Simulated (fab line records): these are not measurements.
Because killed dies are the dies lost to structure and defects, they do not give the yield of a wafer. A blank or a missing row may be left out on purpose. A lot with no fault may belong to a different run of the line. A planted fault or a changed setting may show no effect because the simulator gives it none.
Chamber matching ; flow nand_harc ; NHARC_P_GATE_DESCUM_13 on rie_diel-04: 4 sister chambers
The step chemistry O2, time 3 s. 4 wafers are shown with their chamber, then 7 later ones without.

== WAFERS WITH THEIR CHAMBER ==
wafer;chamber;drypump_motor_current_A (A)
L496.5;3;5.3
L500.1;1;5.7
L503.2;2;6.6
L503.4;0;5.7

== WAFERS WHOSE CHAMBER IS MISSING ==
wafer;drypump_motor_current_A (A)
L503.6;6.6
L505.1;5.7
L505.5;5.7
L505.6;5.6
L506.1;6.6
L506.2;5.3
L506.5;5.3

== WHICH CHAMBER EACH ONE RAN IN ==
wafer;from the rows above;in truth
L503.6;2;2
L505.1;can't be placed: 0 or 1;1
L505.5;can't be placed: 0 or 1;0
L505.6;can't be placed: 0 or 1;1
L506.1;2;2
L506.2;3;3
L506.5;3;3
Correct placement for 4 of the 7. Not placeable from these rows: 3 (in 3, the candidates include the true chamber). Placed wrongly: 0.
How it was worked out, from the rows above alone: a wafer's distance from a chamber is the root of the sum, over the readings, of the square of ((its reading less the chamber's mean) divided by the reading's scatter). The wafer belongs to the nearest chamber; if the next one is less than 2 further off, it can't be placed. The mean given for a chamber averages the wafers shown for that chamber. The scatter: root of mean squared gap, hidden wafer to nearest shown wafer, with one shown wafer a chamber.
